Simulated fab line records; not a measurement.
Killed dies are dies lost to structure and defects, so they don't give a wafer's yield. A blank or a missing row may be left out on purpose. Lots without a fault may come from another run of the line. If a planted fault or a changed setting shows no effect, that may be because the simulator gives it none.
fab line records    flow n5Finfet
record: lots: 24  wafers: 72  lastDay: 17
route steps=1938 shown DUMMY_GATE@214 SPACER0@261 SD_EPI_N@270
lots that met no fault: from a run of the same line without faults
startH: the number of hours between the record's first day and the start of the first shown wafer of the lot    waitH: hours elapsed since this lot's preceding step    " same as the row above    L1.1+2: a single row standing in for several wafers    - no value present, or no start provided    * or withheld: withheld    < > ~ a bound
route shown NAME@n: a module of which the file shows steps, and the number in the route of the first    usual: mean/standard deviation of fault-free wafers    same: alike in all rows    chamber/n: place in a boat    sites: per-site readings    _std_site: the values' standard deviation    _edge_site: the outer-site mean with the inner-site mean subtracted    radiusMm: for every site, how far away it sits from the centre of the wafer    mask NAME#n: copy n    behind: the last tool/chamber to shape the wafer    hold: reason for holding the lot/hours on hold/outcome of the hold    device: the n, p or np transistor that did not switch    end of line: the route-end tests of the same wafers    for a step that has no rows: nothing shown but its recipe    killed: the dies lost at the first sort to structure and to defects; this is not the yield of the wafer    map: the dies of a wafer, with x for killed, . for not killed, _ for no die there
set.NAME: the setting as run; set.NAME@STEP: as run at that earlier step    model.NAME: the simulator's own value behind a step, which no gauge read
steps of the route over a sample of lots; a table a step, a row a wafer
services: from which hour (startH, from the record's first day; less than 0 if before it) a tool's chamber was out of use, for how many hours, and why
== steps ==
step: N5_DUMMY_GATE_ALD_02
recipe: material: SiO2  targetThkA: 20  tempC: 300  aldPrecursorFamily: BDEAS  aldCoReactant: O2-plasma  pulseTimeS: 1  pressureTorr: 2
usual: heaterPowerW: 496/48  precursorPulseHeightRel: 1.002/0.02
lot.wafer  tool       chamber  startH  waitH  heaterPowerW  precursorPulseHeightRel  sinceWetCleanH
L074.2     aldSin-03  1        37.46   0.0    502           1.009                    134
L074.3     "          0        "       "      578           1.039                    134
L074.4     "          2        "       "      516           0.997                    134
L075.3     aldSin-02  2        43.53   0.0    502           1.040                    322
L075.5     "          2        "       "      490           0.985                    -
L075.6     "          3        "       "      526           0.948                    -
L076.2     aldSin-03  1        48.63   0.0    507           1.009                    145
L076.5     "          2        "       "      501           0.995                    -
L076.6     "          3        "       "      535           0.988                    -
L077.2     aldSin-03  2        56.00   0.0    505           1.025                    152
L077.5     "          0        "       "      584           0.986                    -
L077.6     "          3        "       "      535           1.000                    -
L078.1     aldSin-03  3        61.32   0.0    518           0.998                    158
L078.3     "          1        "       "      511           1.025                    158
L078.6     "          3        "       "      512           1.011                    -
L079.3     aldSin-04  2        67.75   0.5    500           1.006                    256
L079.5     "          1        "       "      398           1.002                    -
L079.6     "          2        "       "      498           1.004                    -
L080.1     aldSin-04  1        73.08   0.1    397           0.979                    261
L080.4     "          0        "       "      502           1.013                    261
L080.5     "          0        "       "      489           0.994                    -
L081.2     aldSin-03  1        81.77   0.0    511           0.998                    178
L081.4     "          3        "       "      533           1.018                    178
L081.6     "          1        "       "      522           1.004                    -
L082.1     aldSin-03  0        84.79   0.0    579           1.019                    181
L082.2     "          3        "       "      529           0.977                    181
L082.4     "          1        "       "      518           0.998                    181
L083.4     aldSin-03  0        91.03   0.0    571           1.018                    187
L083.5     "          1        "       "      510           1.008                    -
L083.6     "          2        "       "      503           1.012                    -
L084.3     aldSin-04  3        98.58   0.0    427           0.989                    287
L084.4     "          0        "       "      498           0.998                    287
L084.5     "          1        "       "      386           1.000                    -
L085.2     aldSin-04  2        106.70  0.0    508           1.023                    295
L085.3     "          1        "       "      387           0.988                    295
L085.6     "          0        "       "      488           0.992                    -
L086.1     aldSin-03  0        109.57  0.0    576           1.030                    206
L086.2     "          1        "       "      503           1.029                    206
L086.4     "          3        "       "      525           0.999                    206
L087.2     aldSin-02  0        115.92  0.3    449           1.024                    17
L087.3     "          1        "       "      483           0.999                    17
L087.6     "          1        "       "      482           1.002                    -
L088.1     aldSin-04  1        122.14  0.4    385           1.013                    311
L088.2     "          3        "       "      429           0.964                    311
L088.4     "          0        "       "      498           0.963                    311
L089.1     aldSin-03  2        131.07  0.0    508           0.984                    227
L089.4     "          0        "       "      590           1.009                    227
L089.6     "          3        "       "      509           0.999                    -
L090.1     aldSin-04  1        131.92  0.0    394           1.029                    320
L090.4     "          3        "       "      439           1.016                    320
L090.6     "          0        "       "      508           0.957                    -
L091.1     aldSin-02  3        139.50  0.0    516           0.997                    40
L091.3     "          2        "       "      483           1.014                    40
L091.4     "          0        "       "      451           1.017                    40
L092.2     aldSin-04  1        145.63  0.1    385           0.988                    334
L092.4     "          0        "       "      484           1.011                    334
L092.6     "          3        "       "      437           1.026                    -
L093.1     aldSin-03  1        152.20  0.0    531           1.022                    248
L093.5     "          3        "       "      520           1.016                    -
L093.6     "          2        "       "      519           1.004                    -
L094.2     aldSin-04  3        156.57  0.0    429           0.994                    345
L094.3     "          0        "       "      501           1.019                    345
L094.5     "          1        "       "      402           1.006                    -
L095.1     aldSin-03  0        162.61  0.1    574           0.993                    259
L095.2     "          3        "       "      537           1.022                    259
L095.4     "          2        "       "      508           0.962                    259
L096.2     aldSin-02  3        168.41  0.0    510           1.007                    69
L096.3     "          2        "       "      470           0.981                    69
L096.4     "          0        "       "      464           0.984                    69
L097.2     aldSin-03  3        175.26  0.5    510           0.964                    272
L097.3     "          2        "       "      503           0.979                    272
L097.6     "          1        "       "      517           1.008                    -
step: N5_DUMMY_GATE_ETCH_36
recipe: chemistry: CF4  target: SiARC  targetDepthA: 130  pressureMtorr: 40  sourceW: 545  biasW: 36  Ar_flow_sccm: 100  cf4FlowSccm: 100  ionEnergyEv: 80
usual: biasW: 36.01/0.096  drypumpMotorCurrentA: 5.5/0.48  oesProductAu: 0.80/0.089  rfVppV: 184.1/1.3  showerheadPlenumPTorr: 2.14/0.065  throttleValvePct: 15.60/0.24
lot.wafer  tool        chamber  startH  waitH  biasW  drypumpMotorCurrentA  oesProductAu  rfHoursCounterH  rfVppV  showerheadPlenumPTorr  throttleValvePct
L074.2     rieDiel-03  2        48.05   0.0    36.01  5.0                   0.81          113              183.0   2.08                   15.60
L074.3     "           0        "       "      36.03  5.9                   0.77          120              183.5   2.15                   15.64
L074.4     "           2        "       "      36.12  5.0                   0.80          -                184.0   2.08                   15.60
L075.3     rieDiel-05  3        52.16   0.0    36.08  5.8                   0.74          177              186.9   2.21                   15.35
L075.5     "           0        "       "      35.95  5.6                   0.82          -                182.5   2.00                   15.49
L075.6     "           3        "       "      36.20  5.8                   0.72          -                185.4   2.21                   15.35
L076.2     rieDiel-03  0        57.56   0.0    36.03  5.9                   0.74          124              184.5   2.15                   15.65
L076.5     "           3        "       "      36.07  5.4                   0.73          -                184.3   2.21                   15.61
L076.6     "           2        "       "      36.13  5.1                   0.79          -                183.6   2.08                   15.61
L077.2     rieDiel-01  0        65.17   0.0    35.97  4.9                   0.95          20               184.8   2.17                   15.45
L077.5     "           3        "       "      36.09  5.3                   0.73          -                183.4   2.06                   15.59
L077.6     "           0        "       "      35.96  4.9                   0.94          -                185.9   2.17                   15.46
L078.1     rieDiel-03  0        71.95   0.0    36.08  5.9                   0.75          129              184.1   2.15                   15.65
L078.3     "           1        "       "      36.07  6.1                   0.98          5                183.9   2.11                   15.32
L078.6     "           1        "       "      36.12  6.1                   0.97          -                183.4   2.10                   15.34
L079.3     rieDiel-03  3        76.42   0.0    36.05  5.4                   0.73          198              182.9   2.21                   15.61
L079.5     "           2        "       "      36.09  5.1                   0.79          -                182.0   2.08                   15.62
L079.6     "           3        "       "      36.05  5.4                   0.72          -                183.1   2.21                   15.59
L080.1     rieDiel-01  3        82.04   0.0    36.07  5.3                   0.72          175              183.2   2.06                   15.58
L080.4     "           1        "       "      36.10  5.8                   0.94          15               185.6   2.18                   15.52
L080.5     "           2        "       "      36.13  5.0                   0.71          -                182.9   2.13                   16.07
L081.2     rieDiel-01  3        90.50   0.0    35.98  5.4                   0.73          178              182.8   2.06                   15.60
L081.4     "           1        "       "      35.91  5.8                   0.92          18               184.8   2.18                   15.52
L081.6     "           1        "       "      36.11  5.7                   0.92          -                185.4   2.18                   15.53
L082.1     rieDiel-01  0        93.42   0.0    35.98  4.9                   0.92          31               185.1   2.17                   15.49
L082.2     "           1        "       "      36.05  5.8                   0.92          19               185.2   2.18                   15.51
L082.4     "           3        "       "      36.05  5.3                   0.72          179              183.1   2.06                   15.60
L083.4     rieDiel-03  2        99.65   0.0    35.96  5.1                   0.79          132              183.4   2.08                   15.64
L083.5     "           2        "       "      35.87  5.1                   0.78          -                180.4   2.08                   15.65
L083.6     "           3        "       "      35.91  5.4                   0.72          -                185.9   2.21                   15.63
L084.3     rieDiel-01  3        107.53  0.0    36.01  5.4                   0.72          183              182.9   2.05                   15.59
L084.4     "           1        "       "      36.02  5.8                   0.90          23               185.9   2.18                   15.51
L084.5     "           1        "       "      36.08  5.8                   0.91          -                185.1   2.18                   15.53
L085.2     rieDiel-05  3        115.44  0.0    35.85  5.8                   0.73          193              185.6   2.21                   15.38
L085.3     "           0        "       "      35.92  5.6                   0.80          101              182.3   2.00                   15.51
L085.6     "           0        "       "      36.18  5.6                   0.81          -                183.7   2.00                   15.51
L086.1     rieDiel-03  3        120.14  0.0    36.06  5.4                   0.73          213              185.3   2.21                   15.64
L086.2     "           2        "       "      35.95  5.1                   0.78          139              182.4   2.07                   15.63
L086.4     "           1        "       "      36.03  6.1                   0.93          21               184.1   2.10                   15.37
L087.2     rieDiel-01  1        124.67  0.0    36.08  5.8                   0.90          29               184.9   2.18                   15.54
L087.3     "           2        "       "      35.83  5.0                   0.70          215              183.3   2.12                   16.09
L087.6     "           2        "       "      35.86  5.0                   0.70          -                184.2   2.12                   16.10
L088.1     rieDiel-03  2        131.64  0.0    36.04  5.1                   0.76          143              182.3   2.07                   15.65
L088.2     "           3        "       "      36.23  5.4                   0.71          217              183.8   2.20                   15.63
L088.4     "           1        "       "      36.00  6.1                   0.92          25               181.4   2.10                   15.37
L089.1     rieDiel-01  2        139.80  0.0    36.15  5.0                   0.70          220              185.2   2.12                   16.10
L089.4     "           0        "       "      35.93  4.9                   0.89          46               184.6   2.16                   15.52
L089.6     "           0        "       "      35.98  4.9                   0.89          -                185.4   2.16                   15.51
L090.1     rieDiel-01  0        140.52  0.0    35.96  4.9                   0.89          46               184.7   2.16                   15.49
L090.4     "           0        "       "      35.97  4.9                   0.89          -                185.0   2.16                   15.52
L090.6     "           3        "       "      36.00  5.3                   0.71          -                183.3   2.05                   15.63
L091.1     rieDiel-01  3        148.23  0.0    35.84  5.3                   0.71          198              183.5   2.05                   15.65
L091.3     "           2        "       "      36.02  5.0                   0.70          223              184.0   2.12                   16.11
L091.4     "           3        "       "      35.95  5.4                   0.70          -                183.3   2.05                   15.64
L092.2     rieDiel-05  3        154.25  0.0    35.94  5.8                   0.71          204              185.1   2.21                   15.40
L092.4     "           1        "       "      36.03  6.1                   0.86          51               185.8   2.26                   15.36
L092.6     "           3        "       "      35.99  5.7                   0.72          -                185.4   2.21                   15.40
L093.1     rieDiel-03  2        160.93  0.0    35.93  5.0                   0.76          152              181.5   2.07                   15.66
L093.5     "           1        "       "      35.94  6.1                   0.89          -                182.8   2.09                   15.39
L093.6     "           0        "       "      36.11  5.9                   0.73          -                184.5   2.14                   15.70
L094.2     rieDiel-05  3        165.32  0.0    35.87  5.8                   0.71          207              185.0   2.20                   15.40
L094.3     "           1        "       "      36.05  6.0                   0.84          55               187.2   2.26                   15.37
L094.5     "           2        "       "      36.07  6.7                   0.83          -                183.5   2.23                   15.13
L095.1     rieDiel-01  3        171.25  0.0    36.06  5.3                   0.70          205              182.0   2.05                   15.66
L095.2     "           2        "       "      36.20  5.0                   0.68          231              182.5   2.12                   16.12
L095.4     "           0        "       "      36.04  4.9                   0.88          57               184.7   2.16                   15.52
L096.2     rieDiel-01  2        179.09  0.0    36.03  5.0                   0.69          234              183.2   2.11                   16.15
L096.3     "           0        "       "      36.14  4.9                   0.87          60               184.2   2.16                   15.54
L096.4     "           1        "       "      36.09  5.8                   0.88          41               184.2   2.17                   15.57
L097.2     rieDiel-01  0        183.88  0.0    35.98  4.9                   0.88          61               184.3   2.16                   15.55
L097.3     "           3        "       "      36.12  5.3                   0.70          209              182.9   2.05                   15.66
L097.6     "           1        "       "      35.94  5.8                   0.87          -                183.6   2.17                   15.57
step: N5_DUMMY_GATE_ETCH_23
recipe: chemistry: HBr/Cl2/O2  HBr_flow_sccm: 150  Cl2_flow_sccm: 80  O2_flow_sccm: 12  biasW: 102  targetDepthA: 410  timeS: 22.3  target: poly-Si  maskMaterial: SiO2  pressureMtorr: 10  icpW: 800
usual: biasW: 101.99/0.3  drypumpMotorCurrentA: 5.5/0.54  oesProductAu: 0.993/0.021  throttleValvePct: 37.2/0.39
same: timeS: 22.3
lot.wafer  tool      chamber  startH  waitH  biasW   drypumpMotorCurrentA  oesProductAu  rfHoursCounterH  throttleValvePct
L074.2     rieSi-06  0        48.66   0.0    101.65  5.3                   1.027         19               37.4
L074.3     "         3        "       "      102.37  5.0                   0.960         69               37.7
L074.4     "         2        "       "      102.02  4.9                   1.006         109              37.4
L075.3     rieSi-01  1        52.76   0.0    101.58  5.2                   0.981         2                36.3
L075.5     "         0        "       "      101.73  6.5                   0.996         -                36.8
L075.6     "         3        "       "      101.82  5.3                   0.974         -                37.1
L076.2     rieSi-01  0        58.20   0.0    101.91  6.5                   1.017         131              36.8
L076.5     "         0        "       "      102.36  6.5                   1.006         -                36.8
L076.6     "         3        "       "      101.95  5.3                   0.988         -                37.1
L077.2     rieSi-01  1        65.76   0.0    102.04  5.2                   0.993         2                36.3
L077.5     "         2        "       "      101.86  5.5                   1.006         -                37.3
L077.6     "         3        "       "      102.08  5.3                   0.978         -                37.1
L078.1     rieSi-06  1        73.02   0.0    101.53  6.2                   0.973         78               36.9
L078.3     "         3        "       "      102.21  5.0                   0.970         70               37.7
L078.6     "         2        "       "      102.29  4.9                   1.012         -                37.4
L079.3     rieSi-02  2        77.02   0.0    102.48  6.5                   0.975         155              37.1
L079.5     "         1        "       "      102.21  5.5                   1.013         -                37.3
L079.6     "         0        "       "      102.27  4.9                   1.000         -                36.8
L080.1     rieSi-01  0        83.01   0.0    102.25  6.5                   1.012         132              36.8
L080.4     "         1        "       "      101.59  5.2                   0.991         2                36.3
L080.5     "         3        "       "      101.26  5.3                   0.986         -                37.1
L081.2     rieSi-06  3        91.10   0.0    101.63  5.0                   0.955         70               37.7
L081.4     "         0        "       "      102.11  5.3                   1.020         20               37.4
L081.6     "         0        "       "      101.89  5.3                   1.027         -                37.4
L082.1     rieSi-02  0        94.02   0.0    101.97  5.0                   0.993         10               36.8
L082.2     "         2        "       "      102.43  6.4                   0.986         155              37.1
L082.4     "         1        "       "      102.29  5.5                   1.016         1                37.3
L083.4     rieSi-06  2        100.36  0.0    102.61  4.9                   1.009         110              37.4
L083.5     "         0        "       "      102.43  5.3                   1.025         -                37.4
L083.6     "         3        "       "      101.64  5.0                   0.956         -                37.7
L084.3     rieSi-02  0        108.13  0.0    101.37  4.9                   1.009         10               36.7
L084.4     "         2        "       "      101.71  6.4                   1.002         155              37.1
L084.5     "         0        "       "      101.63  4.9                   1.007         -                36.8
L085.2     rieSi-01  1        116.04  0.0    101.80  5.2                   0.991         3                36.3
L085.3     "         3        "       "      102.51  5.3                   0.970         76               37.1
L085.6     "         3        "       "      101.80  5.3                   0.977         -                37.1
L086.1     rieSi-06  2        120.74  0.0    101.67  4.9                   1.018         111              37.4
L086.2     "         0        "       "      101.73  5.3                   1.031         21               37.4
L086.4     "         3        "       "      101.60  5.0                   0.970         71               37.7
L087.2     rieSi-01  1        125.41  0.0    102.17  5.2                   0.978         3                36.3
L087.3     "         0        "       "      102.38  6.5                   1.011         132              36.8
L087.6     "         3        "       "      101.72  5.3                   0.974         -                37.1
L088.1     rieSi-01  1        132.46  0.0    101.70  5.2                   0.995         3                36.3
L088.2     "         2        "       "      101.44  5.5                   1.004         176              37.3
L088.4     "         3        "       "      101.55  5.3                   0.983         76               37.1
L089.1     rieSi-01  2        140.45  0.0    101.84  5.6                   0.995         176              37.3
L089.4     "         0        "       "      102.12  6.5                   1.010         133              36.8
L089.6     "         3        "       "      101.94  5.3                   0.981         -                37.1
L090.1     rieSi-02  3        141.15  0.0    101.83  5.5                   0.976         133              37.9
L090.4     "         1        "       "      101.85  5.5                   1.012         2                37.3
L090.6     "         2        "       "      101.91  6.4                   0.988         -                37.1
L091.1     rieSi-06  1        149.06  0.0    102.00  6.2                   0.977         79               36.9
L091.3     "         0        "       "      101.93  5.3                   1.045         21               37.4
L091.4     "         3        "       "      101.68  5.1                   0.969         71               37.7
L092.2     rieSi-06  1        154.88  0.0    102.23  6.2                   0.970         79               37.0
L092.4     "         3        "       "      101.68  5.0                   0.966         71               37.7
L092.6     "         2        "       "      101.80  4.9                   1.007         -                37.4
L093.1     rieSi-02  3        161.53  0.0    101.68  5.5                   0.990         133              37.9
L093.5     "         2        "       "      101.99  6.4                   0.988         -                37.1
L093.6     "         3        "       "      101.86  5.5                   0.973         -                38.0
L094.2     rieSi-06  0        165.92  0.0    102.23  5.3                   1.029         21               37.4
L094.3     "         1        "       "      101.79  6.2                   0.961         80               36.9
L094.5     "         1        "       "      102.30  6.2                   0.975         -                36.9
L095.1     rieSi-06  2        171.93  0.0    102.42  4.9                   1.018         112              37.4
L095.2     "         3        "       "      101.83  5.0                   0.956         72               37.7
L095.4     "         1        "       "      101.42  6.2                   0.973         80               36.9
L096.2     rieSi-01  3        179.82  0.0    101.89  5.3                   0.979         77               37.1
L096.3     "         0        "       "      101.90  6.5                   1.008         134              36.8
L096.4     "         2        "       "      102.26  5.5                   0.993         177              37.3
L097.2     rieSi-01  2        184.74  0.0    101.83  5.5                   0.991         177              37.3
L097.3     "         1        "       "      102.39  5.2                   0.975         4                36.3
L097.6     "         3        "       "      101.43  5.3                   0.979         -                37.1
step: N5_DUMMY_GATE_INSPECT_27
recipe: inspectInstrument: brightfield  mode: aei
usual: rawDefectCount: 287/71
lot.wafer  tool              chamber  startH  waitH  rawDefectCount
L074.2     defectInspect-02  -        49.11   0.0    176
L074.3     "                 -        "       "      207
L074.4     "                 -        "       "      158
L075.3     defectInspect-01  -        53.21   0.0    312
L075.5     "                 -        "       "      344
L075.6     "                 -        "       "      372
L076.2     defectInspect-02  -        58.65   0.0    216
L076.5     "                 -        "       "      210
L076.6     "                 -        "       "      325
L077.2     defectInspect-01  -        66.22   0.0    507
L077.5     "                 -        "       "      443
L077.6     "                 -        "       "      356
L078.1     defectInspect-01  -        73.57   0.0    381
L078.3     "                 -        "       "      360
L078.6     "                 -        "       "      373
L079.3     defectInspect-01  -        77.63   0.0    295
L079.5     "                 -        "       "      224
L079.6     "                 -        "       "      209
L080.1     defectInspect-01  -        83.49   0.0    222
L080.4     "                 -        "       "      253
L080.5     "                 -        "       "      209
L081.2     defectInspect-01  -        91.64   0.0    260
L081.4     "                 -        "       "      273
L081.6     "                 -        "       "      289
L082.1     defectInspect-01  -        94.47   0.0    208
L082.2     "                 -        "       "      274
L082.4     "                 -        "       "      306
L083.4     defectInspect-02  -        100.81  0.0    280
L083.5     "                 -        "       "      254
L083.6     "                 -        "       "      236
L084.3     defectInspect-02  -        108.58  0.0    303
L084.4     "                 -        "       "      260
L084.5     "                 -        "       "      291
L085.2     defectInspect-01  -        116.49  0.0    308
L085.3     "                 -        "       "      269
L085.6     "                 -        "       "      372
L086.1     defectInspect-02  -        121.19  0.0    506
L086.2     "                 -        "       "      256
L086.4     "                 -        "       "      387
L087.2     defectInspect-02  -        125.94  0.0    290
L087.3     "                 -        "       "      289
L087.6     "                 -        "       "      357
L088.1     defectInspect-02  -        132.92  0.0    416
L088.2     "                 -        "       "      375
L088.4     "                 -        "       "      387
L089.1     defectInspect-02  -        140.90  0.0    298
L089.4     "                 -        "       "      408
L089.6     "                 -        "       "      305
L090.1     defectInspect-01  -        141.60  0.0    185
L090.4     "                 -        "       "      230
L090.6     "                 -        "       "      239
L091.1     defectInspect-01  -        149.51  0.0    174
L091.3     "                 -        "       "      193
L091.4     "                 -        "       "      200
L092.2     defectInspect-01  -        155.33  0.0    384
L092.4     "                 -        "       "      381
L092.6     "                 -        "       "      359
L093.1     defectInspect-02  -        162.09  0.0    232
L093.5     "                 -        "       "      154
L093.6     "                 -        "       "      233
L094.2     defectInspect-02  -        166.37  0.0    294
L094.3     "                 -        "       "      219
L094.5     "                 -        "       "      159
L095.1     defectInspect-02  -        172.59  0.0    261
L095.2     "                 -        "       "      228
L095.4     "                 -        "       "      234
L096.2     defectInspect-02  -        180.27  0.0    299
L096.3     "                 -        "       "      256
L096.4     "                 -        "       "      266
L097.2     defectInspect-02  -        185.19  0.0    242
L097.3     "                 -        "       "      232
L097.6     "                 -        "       "      295
step: N5_SPACER0_INSPECT_04
recipe: inspectInstrument: darkfield  mode: postDep
usual: rawDefectCount: 131/29
lot.wafer  tool              chamber  startH  waitH  rawDefectCount
L074.2     defectInspect-02  -        49.72   0.1    82
L074.3     "                 -        "       "      109
L074.4     "                 -        "       "      103
L075.3     defectInspect-01  -        53.81   0.1    121
L075.5     "                 -        "       "      191
L075.6     "                 -        "       "      145
L076.2     defectInspect-01  -        59.25   0.1    152
L076.5     "                 -        "       "      93
L076.6     "                 -        "       "      217
L077.2     defectInspect-01  -        67.74   0.1    206
L077.5     "                 -        "       "      151
L077.6     "                 -        "       "      154
L078.1     defectInspect-01  -        74.18   0.1    142
L078.3     "                 -        "       "      162
L078.6     "                 -        "       "      145
L079.3     defectInspect-02  -        78.42   0.1    112
L079.5     "                 -        "       "      123
L079.6     "                 -        "       "      127
L080.1     defectInspect-02  -        84.10   0.1    132
L080.4     "                 -        "       "      136
L080.5     "                 -        "       "      112
L081.2     defectInspect-01  -        92.65   0.1    133
L081.4     "                 -        "       "      150
L081.6     "                 -        "       "      159
L082.1     defectInspect-02  -        95.90   0.1    155
L082.2     "                 -        "       "      166
L082.4     "                 -        "       "      197
L083.4     defectInspect-02  -        101.63  0.1    157
L083.5     "                 -        "       "      117
L083.6     "                 -        "       "      104
L084.3     defectInspect-02  -        109.19  0.1    121
L084.4     "                 -        "       "      115
L084.5     "                 -        "       "      119
L085.2     defectInspect-02  -        117.19  0.1    128
L085.3     "                 -        "       "      103
L085.6     "                 -        "       "      142
L086.1     defectInspect-01  -        122.18  0.1    203
L086.2     "                 -        "       "      102
L086.4     "                 -        "       "      135
L087.2     defectInspect-01  -        126.54  0.1    116
L087.3     "                 -        "       "      126
L087.6     "                 -        "       "      152
L088.1     defectInspect-02  -        133.52  0.1    193
L088.2     "                 -        "       "      166
L088.4     "                 -        "       "      158
L089.1     defectInspect-01  -        141.51  0.1    128
L089.4     "                 -        "       "      169
L089.6     "                 -        "       "      147
L090.1     defectInspect-02  -        142.20  0.1    101
L090.4     "                 -        "       "      112
L090.6     "                 -        "       "      103
L091.1     defectInspect-01  -        150.22  0.1    97
L091.3     "                 -        "       "      98
L091.4     "                 -        "       "      76
L092.2     defectInspect-01  -        156.04  0.1    159
L092.4     "                 -        "       "      174
L092.6     "                 -        "       "      151
L093.1     defectInspect-02  -        162.69  0.1    121
L093.5     "                 -        "       "      130
L093.6     "                 -        "       "      154
L094.2     defectInspect-02  -        166.97  0.1    120
L094.3     "                 -        "       "      89
L094.5     "                 -        "       "      89
L095.1     defectInspect-02  -        173.20  0.1    105
L095.2     "                 -        "       "      102
L095.4     "                 -        "       "      112
L096.2     defectInspect-01  -        180.88  0.1    136
L096.3     "                 -        "       "      99
L096.4     "                 -        "       "      106
L097.2     defectInspect-02  -        186.10  0.1    101
L097.3     "                 -        "       "      114
L097.6     "                 -        "       "      145
step: N5_SD_EPI_N_CD_MEAS_09
recipe: targetCdNm: 120  landingEnergyEv: 500  detector: seInlens
usual: cdNm: 119.9/0.72
lot.wafer  tool      chamber  startH  waitH  cdNm
L074.2     cdSem-03  0        50.12   -      119.6
L074.3     "         0        "       "      118.7
L074.4     "         0        "       "      118.9
L075.3     cdSem-03  0        54.09   -      119.9
L075.5     "         0        "       "      119.2
L075.6     "         0        "       "      119.5
L076.2     cdSem-02  0        59.65   -      119.6
L076.5     "         0        "       "      119.1
L076.6     "         0        "       "      119.6
L077.2     cdSem-03  0        68.14   -      120.6
L077.5     "         0        "       "      118.5
L077.6     "         0        "       "      120.1
L078.1     cdSem-02  0        74.45   -      120.4
L078.3     "         0        "       "      119.1
L078.6     "         0        "       "      120.3
L079.3     cdSem-01  0        78.69   -      120.4
L079.5     "         0        "       "      120.0
L079.6     "         0        "       "      119.4
L080.1     cdSem-02  0        84.37   -      119.6
L080.4     "         0        "       "      119.7
L080.5     "         0        "       "      119.8
L081.2     cdSem-02  0        93.05   -      120.9
L081.4     "         0        "       "      120.8
L081.6     "         0        "       "      120.3
L082.1     cdSem-01  0        96.17   -      120.3
L082.2     "         0        "       "      121.0
L082.4     "         0        "       "      121.2
L083.4     cdSem-02  0        102.03  -      120.5
L083.5     "         0        "       "      119.8
L083.6     "         0        "       "      119.1
L084.3     cdSem-02  0        109.59  -      120.1
L084.4     "         0        "       "      119.3
L084.5     "         0        "       "      120.8
L085.2     cdSem-03  0        117.46  -      118.8
L085.3     "         0        "       "      120.7
L085.6     "         0        "       "      119.4
L086.1     cdSem-02  0        122.57  -      119.3
L086.2     "         0        "       "      118.2
L086.4     "         0        "       "      119.6
L087.2     cdSem-03  0        126.82  -      121.0
L087.3     "         0        "       "      120.4
L087.6     "         0        "       "      120.9
L088.1     cdSem-01  0        133.92  -      118.0
L088.2     "         0        "       "      118.7
L088.4     "         0        "       "      119.4
L089.1     cdSem-01  0        141.91  -      120.6
L089.4     "         0        "       "      120.1
L089.6     "         0        "       "      120.1
L090.1     cdSem-01  0        142.60  -      120.6
L090.4     "         0        "       "      120.1
L090.6     "         0        "       "      120.8
L091.1     cdSem-03  0        150.62  -      120.0
L091.3     "         0        "       "      120.1
L091.4     "         0        "       "      120.4
L092.2     cdSem-02  0        156.44  -      119.2
L092.4     "         0        "       "      119.5
L092.6     "         0        "       "      119.1
L093.1     cdSem-01  0        163.09  -      120.4
L093.5     "         0        "       "      120.6
L093.6     "         0        "       "      120.4
L094.2     cdSem-03  0        167.37  -      120.5
L094.3     "         0        "       "      121.5
L094.5     "         0        "       "      121.1
L095.1     cdSem-02  0        173.60  -      120.4
L095.2     "         0        "       "      118.9
L095.4     "         0        "       "      119.5
L096.2     cdSem-02  0        181.28  -      120.7
L096.3     "         0        "       "      119.7
L096.4     "         0        "       "      120.1
L097.2     cdSem-03  0        186.50  -      120.1
L097.3     "         0        "       "      119.4
L097.6     "         0        "       "      119.3
== services ==
tool        chamber  startH  hours  kind
rieDiel-01  1        22.07   -      clean
rieDiel-01  1        22.07   -      consumableReplace:focusRing
rieDiel-05  -        28.85   1.1    repair
aldSin-03   3        29.19   3.4    repair
rieDiel-03  1        31.45   -      clean
rieDiel-03  1        31.45   -      consumableReplace:focusRing
rieDiel-03  1        31.45   24.2   scheduledDown
rieDiel-03  1        31.45   24.2   ventCycle
aldSin-04   -        47.09   0.7    repair
rieSi-01    -        61.70   0.3    repair
rieSi-06    0        69.31   9.3    repair
rieDiel-05  -        70.80   14.6   pm
aldSin-02   -        85.44   14.0   pm
aldSin-02   0        104.27  2.5    repair
rieDiel-01  -        105.87  0.6    repair
aldSin-04   -        115.50  6.1    pm
rieDiel-01  1        140.00  12.9   repair
aldSin-03   0        150.53  8.9    repair
rieDiel-05  -        159.79  0.5    repair
rieSi-06    1        175.01  2.2    repair
aldSin-04   -        177.17  14.0   pm
aldSin-04   0        177.17  14.0   ventCycle
rieDiel-03  0        181.89  7.9    repair
rieSi-02    0        182.12  4.4    repair
== key ==
fault none
